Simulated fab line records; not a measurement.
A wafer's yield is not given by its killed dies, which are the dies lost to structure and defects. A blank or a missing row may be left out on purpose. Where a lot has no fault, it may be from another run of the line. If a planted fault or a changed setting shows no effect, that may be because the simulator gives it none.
fab line records	flow n5_finfet
record lots=5	wafers=15	last_day=20
route steps=1938 shown HKMG_FIN@436 GATE_CUT@465 BEOL_M4@1111 PASSIVATION@1936
lots with no fault: from the same line, run without faults
start_h: the number of hours between the record's first day and the start of the first shown wafer of the lot	wait_h: hours since the lot's step before	" repeats the value in the row above	L1.1+2: one row covering several wafers at once	- no value present, or no start provided	* or withheld: withheld	< > ~ a bound
route shown NAME@n: NAME is a module with steps in the file, n the number in the route of the first one	usual: mean/standard deviation of fault-free wafers	same: alike in all rows	chamber/n: place in a boat	sites: readings site by site	_std_site: their standard deviation	_edge_site: inner sites' mean taken away from outer sites' mean	radius_mm: for every site, how far away it sits from the centre of the wafer	mask NAME#n: copy n	behind: the most recent tool/chamber to have shaped the wafer	hold: reason for holding the lot/hours on hold/outcome of the hold	device: the transistor (n, p or np) that didn't switch	end of line: tests run on the same wafers once the route is complete	a step without rows: its recipe alone	killed: at the first sort, the dies lost to defects and structure; wafer yield is something else	map: the dies of a wafer, with x for killed, . for not killed, _ for no die there
set.NAME: the setting the step ran with; set.NAME@STEP: the setting that earlier step ran with	model.NAME: the simulator's own value behind a step, which no gauge read
certain route steps with their lots: each step a table, each wafer a row
services: from which hour (start_h, from the record's first day; less than 0 if before it) a tool's chamber was out of use, for how many hours, and why
## steps
# step N5_HKMG_FIN_STRIP_33
# recipe chemistry=N2/H2	temp_c=40	n2_flow_sccm=200	h2_flow_sccm=200	rf_frequency_hz=6e+07
# step N5_HKMG_FIN_STRIP_34
# recipe chemistry=CF4	resist=SiARC	power_w=300	bias_power_w=75	pressure_mtorr=50	cf4_flow_sccm=150	rf_frequency_hz=6e+07
# step N5_HKMG_FIN_ETCH_35
# recipe chemistry=N2/H2	target=SOC	target_depth_a=2158	ion_energy_ev=65	bias_w=5	source_w=3000	time_s=243.4	pressure_mtorr=30	n2_flow_sccm=200	h2_flow_sccm=200
# step N5_HKMG_FIN_STRIP_92
# recipe chemistry=N2/H2	material=SOC	time_s=20	power_w=500	temp_c=40	pressure_mtorr=50	rf_frequency_hz=6e+07	bias_power_w=8	h2_frac=0.5	n2_flow_sccm=300	h2_flow_sccm=300
# step N5_HKMG_FIN_WET_ETCH_18
# recipe chemistry=SC1	target=TiN	mix=1:1:5	temp_c=*	time_s=55	target_depth_nm=5.2	dry=ipa_marangoni	rinse_time_s=30	rinse_temp_c=23
# step N5_HKMG_FIN_STRIP_19
# recipe chemistry=N2/H2	power_w=2500	temp_c=300	h2_frac=0.65	time_s=360	pressure_mtorr=withheld	n2_flow_sccm=1750	h2_flow_sccm=3250
# step N5_HKMG_FIN_ALD_91
# recipe material=TiN	target_thk_a=10	temp_c=400	ald_precursor_family=TiCl4	ald_co_reactant=NH3	pulse_time_s=1	purge_time_s=3	co_reactant_purge_time_s=2	co_reactant_pulse_time_s=2	ald_cycles=47	pressure_torr=3
# step N5_HKMG_FIN_COAT_85
# recipe resist=SOC	temp_c=250	time_s=60	spin_rpm=1500	resist_thk_nm=300
# step N5_HKMG_FIN_ETCH_86
# recipe chemistry=N2/H2	target=SOC	target_depth_a=3932	stop_on=TiN	ion_energy_ev=100	bias_w=61	pressure_mtorr=30	source_w=850	n2_flow_sccm=200	h2_flow_sccm=200
# step N5_HKMG_FIN_STRIP_89
# recipe chemistry=N2/H2	material=SOC	time_s=20	power_w=500	temp_c=40	pressure_mtorr=50	rf_frequency_hz=6e+07	bias_power_w=8	h2_frac=0.5	n2_flow_sccm=300	h2_flow_sccm=300
# step N5_HKMG_FIN_WET_ETCH_87
# recipe chemistry=SC1	target=TiN	mix=1:2:40	temp_c=50	time_s=154.2	target_depth_nm=4.7	dry=ipa_marangoni	rinse_time_s=30	rinse_temp_c=23
# step N5_HKMG_FIN_STRIP_88
# recipe chemistry=N2/H2	power_w=2500	temp_c=300	h2_frac=0.65	time_s=360	pressure_mtorr=withheld	n2_flow_sccm=1750	h2_flow_sccm=3250
# step N5_HKMG_FIN_NWFM_ALD_20
# recipe material=TiAlC	target_thk_a=20	temp_c=300	ald_precursor_family=TiCl4	ald_co_reactant=TEA	pulse_time_s=3	purge_time_s=2	co_reactant_purge_time_s=2	co_reactant_pulse_time_s=10	ald_cycles=7	pressure_torr=3
# usual ald_cycles=7/0	chamber_pressure_Torr=2.999/0.0068	heater_power_w=487/47	precursor_pulse_height_rel=1.002/0.02	pulse_time_s=3/0	susceptor_temp_C=300.00/0.18
lot.wafer	tool	chamber	start_h	wait_h	ald_cycles	chamber_pressure_Torr	heater_power_w	precursor_pulse_height_rel	pulse_time_s	susceptor_temp_C
L224.1	ald_metal-01	2	156.07	0.4	-	-	-	-	-	-
L224.3	"	1	"	"	-	-	-	-	-	-
L224.5	"	0	"	"	-	-	-	-	-	-
L225.1	ald_metal-04	0	159.65	0.3	-	-	-	-	-	-
L225.2	"	1	"	"	-	-	-	-	-	-
L225.4	"	2	"	"	-	-	-	-	-	-
L226.1	ald_metal-01	3	167.32	0.3	-	-	-	-	-	-
L226.4	"	0	"	"	-	-	-	-	-	-
L226.6	"	0	"	"	-	-	-	-	-	-
L230.3	ald_metal-01	0	192.10	0.1	7	3.006	441	1.025	3	300.06
L230.5	"	1	"	"	7	3.001	511	0.981	3	300.23
L230.6	"	2	"	"	7	3.002	553	0.986	3	299.60
L233.3	ald_metal-04	3	209.79	0.1	7	2.995	487	1.012	3	300.07
L233.5	"	2	"	"	7	3.015	550	1.033	3	299.59
L233.6	"	3	"	"	7	2.986	490	1.007	3	300.19
# step N5_HKMG_FIN_ALD_71
# recipe material=TiN	target_thk_a=10	temp_c=400	ald_precursor_family=TiCl4	ald_co_reactant=NH3	pulse_time_s=1	purge_time_s=3	co_reactant_purge_time_s=2	co_reactant_pulse_time_s=2	ald_cycles=47	pressure_torr=3
# step N5_HKMG_FIN_COAT_66
# recipe resist=SOC	temp_c=250	time_s=60	spin_rpm=1500	resist_thk_nm=300
# step N5_HKMG_FIN_ETCH_67
# recipe chemistry=N2/H2	target=SOC	target_depth_a=3889	stop_on=TiN	ion_energy_ev=100	bias_w=61	pressure_mtorr=30	source_w=850	n2_flow_sccm=200	h2_flow_sccm=200
# step N5_HKMG_FIN_STRIP_90
# recipe chemistry=N2/H2	material=SOC	time_s=20	power_w=500	temp_c=40	pressure_mtorr=50	rf_frequency_hz=6e+07	bias_power_w=8	h2_frac=0.5	n2_flow_sccm=300	h2_flow_sccm=300
# step N5_HKMG_FIN_WET_ETCH_73
# recipe chemistry=SC1	mix=1:2:40	temp_c=50	time_s=42.3	target_depth_nm=1.3	dry=ipa_marangoni	rinse_time_s=30	rinse_temp_c=23
# step N5_HKMG_FIN_ETCHBACK_68
# recipe chemistry=Cl2/Ar	stop_on=HfO2	target_depth_a=5	pressure_mtorr=10	icp_w=600	bias_w=60	Cl2_flow_sccm=40	Ar_flow_sccm=60
# step N5_HKMG_FIN_STRIP_69
# recipe chemistry=N2/H2	power_w=2500	temp_c=300	h2_frac=0.65	time_s=360	pressure_mtorr=withheld	n2_flow_sccm=1750	h2_flow_sccm=3250
# step N5_HKMG_FIN_ALD_21
# recipe material=TiN	target_thk_a=15	temp_c=400	ald_precursor_family=TiCl4	ald_co_reactant=NH3	pulse_time_s=1	purge_time_s=3	co_reactant_purge_time_s=2	co_reactant_pulse_time_s=2	ald_cycles=68	pressure_torr=3
# step N5_HKMG_FIN_ALD_72
# recipe material=W	target_thk_a=20	temp_c=300	pressure_torr=7.5	ald_precursor_family=WF6	ald_co_reactant=B2H6	pulse_time_s=1	purge_time_s=2	co_reactant_purge_time_s=2	co_reactant_pulse_time_s=3	ald_cycles=7
# step N5_HKMG_FIN_W_FILL_22
# recipe material=W	target_thk_a=600	temp_c=400	pressure_torr=39.4	time_s=18.2
# step N5_HKMG_FIN_PRECLEAN_83
# recipe chemistry=DIW	time_s=57.5	temp_c=23
# step N5_HKMG_FIN_SRD_84
# recipe dry_time_s=32	dry=n2_spin	spin_rpm=1500
# step N5_HKMG_FIN_CMP_23
# recipe stop_on=SiNx	t_overpolish_s=10	post_cmp_clean=rinse_only	down_force_psi=4	platen_rpm=50.289	pad_velocity_m_s=1.0006	target_thk_nm=46.326
# step N5_HKMG_FIN_CMP_94
# recipe stop_on=SiNx	post_cmp_clean=w_dilute_nh4oh	t_overpolish_s=4.7	down_force_psi=4	platen_rpm=50.289	pad_velocity_m_s=1.0006	target_thk_nm=43.299
# step N5_GATE_CUT_ETCHBACK_00
# recipe chemistry=SF6/Cl2	target=W	pressure_mtorr=8	icp_w=900	bias_w=80	SF6_flow_sccm=40	Cl2_flow_sccm=60
# step N5_GATE_CUT_ETCH_56
# recipe chemistry=Cl2/Ar	target=TiN	target_depth_a=216	pressure_mtorr=10	icp_w=600	bias_w=60	Cl2_flow_sccm=40	Ar_flow_sccm=60
# step N5_GATE_CUT_ETCHBACK_30
# recipe chemistry=Cl2/Ar	target=TiN	target_depth_a=30	mode=isotropic	pressure_mtorr=10	icp_w=600	bias_w=60	Cl2_flow_sccm=40	Ar_flow_sccm=60
# step N5_GATE_CUT_VAPOR_ETCH_60
# recipe chemistry=BCl3/Cl2	target=HfO2	mode=isotropic
# step N5_GATE_CUT_ETCH_58
# recipe chemistry=CH3F/O2	target=SiNx	target_depth_a=170	time_s=128.6	ion_energy_ev=50	pressure_mtorr=30	source_w=415	bias_w=21	Ar_flow_sccm=150	CH3F_flow_sccm=30	O2_flow_sccm=20
# step N5_GATE_CUT_STRIP_59
# recipe chemistry=N2/H2	time_s=20	power_w=100	temp_c=40	pressure_mtorr=100	rf_frequency_hz=6e+07	bias_power_w=3	n2_flow_sccm=300	h2_flow_sccm=300
# step N5_GATE_CUT_PRECLEAN_31
# recipe temp_c=23	chemistry=DIW	time_s=300
# step N5_GATE_CUT_SRD_32
# recipe time_s=30	temp_c=23	rinse_liquid=diw	dry=ipa_marangoni
# step N5_GATE_CUT_SAC_CAP_01
# recipe material=SiNx	target_thk_a=240	temp_c=400	ald_precursor_family=SiH2I2	ald_co_reactant=N2/H2-plasma	pulse_time_s=1	ald_cycles=480	purge_time_s=2	co_reactant_purge_time_s=2	pressure_torr=2
# step N5_GATE_CUT_PECVD_57
# recipe material=SiNx	target_thk_a=210	temp_c=400	precursor=SiH4/NH3/N2	pressure_torr=1.5	rf_w=300
# step N5_GATE_CUT_CMP_02
# recipe stop_on=SiO2	t_overpolish_s=12.7	post_cmp_clean=alkaline_brush	down_force_psi=2.5	platen_rpm=51.8	pad_velocity_m_s=1.0307	target_thk_nm=0
# step N5_GATE_CUT_HM_DEP_46
# recipe material=SiO2	target_thk_a=1300	temp_c=400	precursor=TEOS/O2	pressure_torr=6.5	rf_w=900	teos_flow_sccm=161.4	gas=O2	flow_sccm=2650	time_s=26.6
# step N5_BEOL_M4_RC_MEAS_101
# usual DIBL_N=36.6/1.1	DIBL_P=36.7/1.5	IOFF_N=0.155/0.019	IOFF_N_85C=3.0/0.32	IOFF_N_LIN=0.072/0.0075	IOFF_P=0.208/0.025	IOFF_P_85C=3.6/0.37	IOFF_P_LIN=0.099/0.011	IOFF_P_LONG=0.000104/9e-06	ION_N=673/8.5	ION_P=462/5.9	SS_N=71.6/0.58	SS_P=73.5/0.51	VT_N=250.7/2.4	VT_N_LONG=275.7/2	VT_N_LVT=99.2/2.6	VT_P=-251/3	VT_P_LONG=-276/3.1	VT_P_LVT=-99/3
lot.wafer	tool	chamber	start_h	wait_h	DIBL_N[mV/V]	DIBL_P[mV/V]	IOFF_N[nA/um]	IOFF_N_85C[nA/um]	IOFF_N_LIN[nA/um]	IOFF_P[nA/um]	IOFF_P_85C[nA/um]	IOFF_P_LIN[nA/um]	IOFF_P_LONG[nA/um]	ION_N[uA/um]	ION_P[uA/um]	SS_N[mV/dec]	SS_P[mV/dec]	VT_N[mV]	VT_N_LONG[mV]	VT_N_LVT[mV]	VT_P[mV]	VT_P_LONG[mV]	VT_P_LVT[mV]
L224.1	prober-02	0	306.66	0.0	34.8	34.9	0.000	0.0	0.000	4.323	44.8	1.975	0.002025	95	587	71.6	72.8	539.6	568.9	392.4	-165	-185	-14
L224.3	"	0	"	"	35.7	36.0	0.000	0.0	0.000	4.754	48.4	2.154	0.00201	94	593	72.1	72.8	540.0	567.8	392.2	-163	-185	-12
L224.5	"	0	"	"	36.3	36.2	0.000	0.0	0.000	4.749	49.0	2.102	0.001989	93	575	71.3	73.5	538.6	563.0	390.0	-162	-186	-12
L226.1	prober-01	0	315.76	0.0	37.1	40.0	0.000	0.0	0.000	5.381	56.5	2.451	0.001889	94	586	72.2	73.7	538.0	570.5	388.4	-162	-187	-9
L226.4	"	0	"	"	37.8	39.9	0.000	0.0	0.000	5.401	56.2	2.411	0.001925	96	586	72.5	74.5	538.1	565.0	385.7	-161	-186	-9
L226.6	"	0	"	"	37.2	39.1	0.000	0.0	0.000	5.206	54.7	2.398	0.001932	95	593	72.0	74.2	536.7	566.6	386.9	-161	-186	-9
L225.1	prober-02	0	316.64	0.0	36.4	36.5	0.000	0.0	0.000	4.619	49.1	2.200	0.002089	94	586	70.8	73.5	544.9	567.4	392.3	-164	-185	-12
L225.2	"	0	"	"	38.2	37.5	0.000	0.0	0.000	5.180	54.2	2.392	0.002083	94	585	71.9	75.1	542.1	565.7	388.8	-161	-185	-11
L225.4	"	0	"	"	34.9	34.8	0.000	0.0	0.000	4.182	45.6	2.074	0.00209	93	585	71.0	73.0	542.1	568.6	394.3	-164	-185	-13
L230.3	prober-01	0	320.67	0.3	36.9	36.6	0.157	3.1	0.070	0.196	3.4	0.092	9.7e-05	680	460	71.1	73.9	254.0	277.4	98.9	-253	-281	-101
L230.5	"	0	"	"	37.4	37.3	0.157	3.1	0.073	0.196	3.4	0.094	9.5e-05	681	454	72.0	74.3	250.8	276.7	98.8	-250	-281	-100
L230.6	"	0	"	"	37.0	36.2	0.145	2.9	0.067	0.187	3.3	0.090	9.4e-05	663	457	71.2	72.8	251.4	275.7	98.9	-253	-278	-102
L233.3	prober-02	0	372.35	0.3	37.1	38.0	0.176	3.4	0.078	0.185	3.3	0.085	8.4e-05	674	450	71.6	73.0	249.9	276.1	98.0	-257	-284	-105
L233.5	"	0	"	"	33.8	33.8	0.120	2.5	0.058	0.137	2.5	0.067	8e-05	663	445	70.9	72.6	255.7	276.8	103.9	-262	-284	-109
L233.6	"	0	"	"	37.8	38.6	0.186	3.5	0.083	0.206	3.6	0.091	8.5e-05	683	455	71.5	73.8	249.4	275.0	97.3	-254	-281	-104
# step N5_PASSIVATION_PROBE_49
# usual defect_limited_yield=91.2/1.4	killed_at_M0_to_M3=36/11	killed_at_M4_up=14/5.6	killed_at_contacts=12/5.9	killed_at_front_end=38/13	killed_at_other=3.5/2.7	killed_dies=104/17	killed_open=68/12	killed_short=34/8.2	sort_bin_4_leakage=0/0	sort_bin_5_function=5.1/0.95	sort_bin_6_memory=3.3/0.7	sort_n_pass=1076/17	sort_yield_pct=91.2/1.4
# same gross_dies=1180	killed_at_back_side=0	sort_bin_8_speed[%]=0
lot.wafer	tool	chamber	start_h	wait_h	defect_limited_yield[%]	killed_at_M0_to_M3	killed_at_M4_up	killed_at_contacts	killed_at_front_end	killed_at_other	killed_dies	killed_open	killed_short	sort_bin_4_leakage[%]	sort_bin_5_function[%]	sort_bin_6_memory[%]	sort_n_pass	sort_yield_pct[%]
L224.1	prober-01	-	414.56	0.0	93.3	31	12	17	17	2	79	53	21	93.31	4.2	2.4	0	0
L224.3	prober-01	-	414.66	0.1	90.3	40	12	20	40	3	115	70	42	90.25	6.0	3.7	0	0
L224.5	prober-01	-	414.76	0.2	93.9	17	14	5	35	1	72	47	25	93.90	4.0	1.9	0	0
L225.1	prober-02	-	429.54	0.0	93.5	33	9	8	27	0	77	51	25	93.47	3.1	3.3	0	0
L225.2	prober-02	-	429.59	0.1	93.1	20	12	6	40	3	81	57	23	93.14	4.2	2.7	0	0
L225.4	prober-02	-	429.69	0.2	92.2	21	25	18	28	0	92	67	24	92.20	5.0	2.5	0	0
L226.1	prober-02	-	432.66	0.0	89.1	59	12	10	46	2	129	84	44	89.07	6.4	4.2	0	0
L226.4	prober-02	-	432.81	0.2	90.1	52	8	11	37	9	117	74	41	90.08	4.6	4.5	0	0
L226.6	prober-02	-	432.91	0.3	88.6	50	10	20	45	9	134	93	39	88.64	6.9	4.0	0	0
L230.3	prober-01	-	437.60	0.1	90.8	36	20	1	51	1	109	64	39	0	5.0	3.6	1071	90.8
L230.5	prober-01	-	437.70	0.2	88.0	63	17	12	50	0	142	95	44	0	6.9	4.9	1038	88.0
L230.6	prober-01	-	437.75	0.3	92.5	25	10	16	37	1	89	52	32	0	4.2	2.9	1091	92.5
L233.3	prober-02	-	481.31	0.1	88.1	34	16	7	81	2	140	100	37	0	7.1	4.7	1040	88.1
L233.5	prober-02	-	481.41	0.2	89.8	29	21	12	55	3	120	86	30	0	6.2	3.6	1060	89.8
L233.6	prober-02	-	481.46	0.3	90.6	34	17	11	45	4	111	69	40	0	5.5	3.4	1069	90.6
# killed by level:class
L224.1 MOL_CONTACT_COAG:geometric_particle:open=14 BEOL_M3:geometric_particle:open=11 BEOL_M2:geometric_particle:open=6 BEOL_M4:geometric_particle:open=6 BEOL_M0_SAQP:geometric_particle:open=4 FIN_SAQP:geometric_particle:short=3 FIN_SAQP:geometric_particle:open=3 SDB:geometric_particle:short=2
L224.3 MOL_CONTACT_COAG:geometric_particle:open=13 BEOL_M0_SAQP:geometric_particle:open=12 STI_FIN_REVEAL:geometric_particle:open=10 BEOL_M0_SAQP:geometric_particle:short=10 GATE_CUT:geometric_particle:short=8 BEOL_M3:geometric_particle:open=8 MOL_CONTACT_COAG:geometric_particle:short=6 BEOL_M4:geometric_particle:short=6
L224.5 FIN_SAQP:geometric_particle:short=11 STI_FIN_REVEAL:geometric_particle:open=7 BEOL_M4:geometric_particle:open=7 MOL_CONTACT_COAG:geometric_particle:open=5 BEOL_M3:geometric_particle:open=5 BEOL_M0_SAQP:geometric_particle:open=4 STARTING-WAFER:geometric_particle:open=4 FIN_SAQP:geometric_particle:open=3
L225.1 BEOL_M1:geometric_particle:open=11 STI_FIN_REVEAL:geometric_particle:open=10 BEOL_M0_SAQP:geometric_particle:short=7 MOL_CONTACT_COAG:geometric_particle:open=6 BEOL_M4:geometric_particle:open=6 BEOL_M2:geometric_particle:open=4 BEOL_M3:geometric_particle:open=4 GATE_CUT:geometric_particle:short=3
L225.2 STI_FIN_REVEAL:geometric_particle:open=15 BEOL_M4:geometric_particle:open=7 MOL_CONTACT_COAG:geometric_particle:open=5 BEOL_M0_SAQP:geometric_particle:open=5 FIN_SAQP:geometric_particle:short=4 FIN_SAQP:geometric_particle:open=4 STI_FIN_REVEAL:geometric_particle:short=4 BEOL_M2:geometric_particle:open=4
L225.4 MOL_CONTACT_COAG:geometric_particle:open=16 BEOL_M4:geometric_particle:open=14 STI_FIN_REVEAL:geometric_particle:open=11 BEOL_M3:geometric_particle:open=6 STI_FIN_REVEAL:geometric_particle:short=5 BEOL_M0_SAQP:geometric_particle:open=4 BEOL_M0_SAQP:geometric_particle:short=4 GATE_CUT:geometric_particle:short=3
L226.1 BEOL_M0_SAQP:geometric_particle:short=13 BEOL_M1:geometric_particle:open=12 BEOL_M2:geometric_particle:open=12 MOL_CONTACT_COAG:geometric_particle:open=10 STI_FIN_REVEAL:geometric_particle:open=9 FIN_SAQP:geometric_particle:short=8 BEOL_M0_SAQP:geometric_particle:open=7 DUMMY_GATE:geometric_particle:open=6
L226.4 BEOL_M1:geometric_particle:open=14 BEOL_M0_SAQP:geometric_particle:short=10 MOL_CONTACT_COAG:geometric_particle:open=9 BEOL_M2:geometric_particle:open=9 FIN_SAQP:geometric_particle:short=8 STI_FIN_REVEAL:geometric_particle:open=8 BEOL_M0_SAQP:geometric_particle:open=8 FIN_SAQP:geometric_particle:open=6
L226.6 MOL_CONTACT_COAG:geometric_particle:open=18 FIN_SAQP:geometric_particle:short=13 FIN_SAQP:geometric_particle:open=12 BEOL_M0_SAQP:geometric_particle:short=12 BEOL_M0_SAQP:geometric_particle:open=10 BEOL_M2:geometric_particle:open=9 BEOL_M3:geometric_particle:open=8 BEOL_M1:geometric_particle:open=5
L230.3 FIN_SAQP:geometric_particle:open=13 FIN_SAQP:geometric_particle:short=13 BEOL_M4:geometric_particle:open=11 STI_FIN_REVEAL:geometric_particle:open=9 BEOL_M0_SAQP:geometric_particle:short=9 BEOL_M3:geometric_particle:open=9 BEOL_M1:geometric_particle:open=7 STI_FIN_REVEAL:geometric_particle:short=4
L230.5 BEOL_M0_SAQP:geometric_particle:open=15 FIN_SAQP:geometric_particle:open=12 BEOL_M2:geometric_particle:open=12 FIN_SAQP:geometric_particle:short=10 BEOL_M1:geometric_particle:open=9 STI_FIN_REVEAL:geometric_particle:open=8 MOL_CONTACT_COAG:geometric_particle:open=8 BEOL_M0_SAQP:geometric_particle:short=8
L230.6 FIN_SAQP:geometric_particle:open=18 FIN_SAQP:geometric_particle:short=14 MOL_CONTACT_COAG:geometric_particle:open=9 MOL_CONTACT_COAG:geometric_particle:short=6 BEOL_M0_SAQP:geometric_particle:open=6 BEOL_M2:geometric_particle:open=5 BEOL_M0_SAQP:geometric_particle:short=4 BEOL_M3:geometric_particle:open=4
L233.3 STI_FIN_REVEAL:geometric_particle:open=44 FIN_SAQP:geometric_particle:short=10 BEOL_M2:geometric_particle:open=10 STI_FIN_REVEAL:geometric_particle:short=8 BEOL_M4:geometric_particle:open=8 FIN_SAQP:geometric_particle:open=7 MOL_CONTACT_COAG:geometric_particle:open=7 BEOL_M0_SAQP:geometric_particle:short=5
L233.5 STI_FIN_REVEAL:geometric_particle:open=24 BEOL_M2:geometric_particle:open=12 BEOL_M4:geometric_particle:open=12 MOL_CONTACT_COAG:geometric_particle:open=10 FIN_SAQP:geometric_particle:short=8 BEOL_M0_SAQP:geometric_particle:short=5 FIN_SAQP:geometric_particle:open=4 STI_FIN_REVEAL:geometric_particle:short=4
L233.6 STI_FIN_REVEAL:geometric_particle:open=15 BEOL_M0_SAQP:geometric_particle:open=11 MOL_CONTACT_COAG:geometric_particle:open=7 BEOL_M4:geometric_particle:open=7 STI_FIN_REVEAL:geometric_particle:short=6 FIN_SAQP:geometric_particle:short=5 BEOL_M0_SAQP:geometric_particle:short=5 BEOL_M1:geometric_particle:open=5
# map L224.3 (x killed, . not)
_________________.x.........x________________
______________................xx_____________
___________..........xx.x....x.x...__________
__________....................x....._________
________..x..x.............x......x..._______
_______.......x...............xx.......______
______...x...x...x.....x.x.............._____
_____........x.......................x...____
____...x.................x................___
___...........x.............x..............__
___..........................x..x..........__
__.x........x..x......................xx...._
__.x..x........xx...........x..x..xxx..x...x_
_...........x................................
_.......x..................x...x.............
_.......x.........x...x......x........x..x...
_....x......x.x........x.....x...x...........
_.x..........................................
_...x......x.................x...............
_...............xx..x.......x.......x........
_......x...x........x....x.x.........x.......
__x.........x......x......................x._
__x....x...................................._
___..............x.x..........x.x..........__
___.....x................x.................__
____..........x.x.x....x.............xx...___
_____............x....x.....x.......x....____
______x..x......x.......x..x....x......._____
_______......x................x..xx....______
________....x.............x.........x._______
__________.........................._________
___________........................__________
______________.x.x.............._____________
_________________..........x.________________
# map L225.4 (x killed, . not)
_________________..x.........________________
______________.................._____________
___________........................__________
__________........x.....x....x......_________
________......x..x..xx....x..........._______
_______.......x................x.......______
______.............x...................._____
_____.....................x..............____
____...x..x....x...x................x.....___
___......................xx................__
___...........................x....x.......__
__......x....x...........................x.x_
__............x.....x....................xx._
_....xx....................x................x
_..........x...............................x.
_.......xx...............x..........x........
_.....x.................x....x...............
_x..x.........xx....x......................xx
_..x.................x......x................
_.....................................x...x..
_.......x....x...............................
__xx...x..x....x..x........................._
__x..x..xx.................................._
___............................x....x......__
___.x.....x.......x......x..........x....x.__
____..........x..........x..........x.....___
_____x.x................x..........x.....____
______......................x......x...._____
_______...x....................x.x.....______
________......x.x....................._______
__________.........................._________
___________.................x......__________
______________.................._____________
_________________....x....x..________________
## services
tool	chamber	start_h	hours	kind
ald_metal-01	-	138.29	2.8	pm
## key
first_sign step=N5_HKMG_FIN_NWFM_ALD_20	reading=tool_record	direction=missing
effect step=N5_BEOL_M4_RC_MEAS_101	reading=IOFF_P_LONG	direction=up	sigmas=99+	usual=0.000104	struck=0.002003
effect step=N5_BEOL_M4_RC_MEAS_101	reading=IOFF_P_LIN	direction=up	sigmas=99+	usual=0.099	struck=2.240
effect step=N5_BEOL_M4_RC_MEAS_101	reading=IOFF_P	direction=up	sigmas=99+	usual=0.208	struck=4.866
effect step=N5_BEOL_M4_RC_MEAS_101	reading=VT_N_LONG	direction=up	sigmas=99+	usual=275.7	struck=567.1
effect step=N5_BEOL_M4_RC_MEAS_101	reading=IOFF_P_85C	direction=up	sigmas=99+	usual=3.6	struck=50.9
effect step=N5_BEOL_M4_RC_MEAS_101	reading=VT_N	direction=up	sigmas=99+	usual=250.7	struck=540.0
effect step=N5_BEOL_M4_RC_MEAS_101	reading=VT_N_LVT	direction=up	sigmas=99+	usual=99.2	struck=390.1
effect step=N5_BEOL_M4_RC_MEAS_101	reading=ION_N	direction=down	sigmas=68	usual=673	struck=94
effect step=N5_BEOL_M4_RC_MEAS_101	reading=VT_P_LVT	direction=up	sigmas=29	usual=-99	struck=-11
effect step=N5_BEOL_M4_RC_MEAS_101	reading=VT_P	direction=up	sigmas=29	usual=-251	struck=-163
effect step=N5_BEOL_M4_RC_MEAS_101	reading=VT_P_LONG	direction=up	sigmas=29	usual=-276	struck=-186
effect step=N5_BEOL_M4_RC_MEAS_101	reading=ION_P	direction=up	sigmas=21	usual=462	struck=586
effect step=N5_PASSIVATION_PROBE_49	reading=sort_bin_4_leakage	direction=up	sigmas=99+	usual=0	struck=91.56
met_at N5_HKMG_FIN_NWFM_ALD_20
struck_wafers L224.1,L224.3,L224.5,L225.1,L225.2,L225.4,L226.1,L226.4,L226.6
fault kind=skipped_step_whole	tool=ald_metal-01,ald_metal-04	chamber=-	onset_h=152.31	steps=N5_HKMG_FIN_NWFM_ALD_20	scope=struck_lots_only
